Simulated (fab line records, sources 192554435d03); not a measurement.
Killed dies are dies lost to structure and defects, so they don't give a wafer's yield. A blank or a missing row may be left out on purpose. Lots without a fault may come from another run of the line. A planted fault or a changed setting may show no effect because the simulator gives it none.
Chamber matching | flow n5_finfet | N5_HKMG_FIN_STRIP_93 on rie_diel-04: 3 sister chambers
The step strips SOC in N2/H2, time 20 s. 16 wafers are shown with their chamber, then 4 later ones without.

WAFERS WITH THEIR CHAMBER
wafer  | chamber | showerhead_plenum_p_Torr (Torr) | throttle_valve_pct (%) | oes_product_au (a.u.)
L082.1 | 0       | 3.34                            | 19.4                   | 0.75
L082.3 | 2       | 3.17                            | 18.6                   | 0.70
L082.4 | 0       | 3.34                            | 19.4                   | 0.75
L084.1 | 0       | 3.34                            | 19.4                   | 0.73
L084.3 | 2       | 3.17                            | 18.6                   | 0.69
L084.4 | 3       | 3.49                            | 19.2                   | 0.76
L085.2 | 0       | 3.34                            | 19.4                   | 0.73
L085.4 | 0       | 3.34                            | 19.4                   | 0.73
L085.5 | 2       | 3.16                            | 18.7                   | 0.69
L088.1 | 0       | 3.34                            | 19.4                   | 0.73
L088.3 | 2       | 3.16                            | 18.7                   | 0.67
L088.4 | 3       | 3.49                            | 19.3                   | 0.75
L089.1 | 0       | 3.33                            | 19.4                   | 0.73
L089.3 | 3       | 3.48                            | 19.3                   | 0.76
L089.6 | 3       | 3.48                            | 19.2                   | 0.75
L095.1 | 3       | 3.48                            | 19.3                   | 0.74

SIGNATURES (means of the wafers above)
reading                  | chamber 0 | chamber 2 | chamber 3 | scatter within a chamber
showerhead_plenum_p_Torr | 3.3386    | 3.1650    | 3.4840    | 0.00485
throttle_valve_pct       | 19.400    | 18.650    | 19.260    | 0.0411
oes_product_au           | 0.7357    | 0.6875    | 0.7520    | 0.0101
Rule: a wafer's distance from a chamber is the root of the sum, over the readings, of the square of ((its reading less the chamber's mean) divided by the reading's scatter). The wafer belongs to the nearest chamber; if the next one is less than 2 further off, it can't be placed. The scatter: the root of (the sum of the squares of (reading less its chamber's mean) over the shown wafers, divided by (wafers less chambers)).

WAFERS WITHOUT THEIR CHAMBER
wafer  | showerhead_plenum_p_Torr (Torr) | throttle_valve_pct (%) | oes_product_au (a.u.)
L095.2 | 3.33                            | 19.5                   | 0.72
L096.1 | 3.33                            | 19.5                   | 0.71
L096.6 | 3.33                            | 19.5                   | 0.72
L097.3 | 3.48                            | 19.3                   | 0.73

WHICH CHAMBER EACH WENT THROUGH
wafer  | from the rows above | in truth
L095.2 | 0                   | 0
L096.1 | 0                   | 0
L096.6 | 0                   | 0
L097.3 | 3                   | 3
Placed correctly: 4 of 4. Can't be placed from these rows: 0. Placed wrongly: 0.
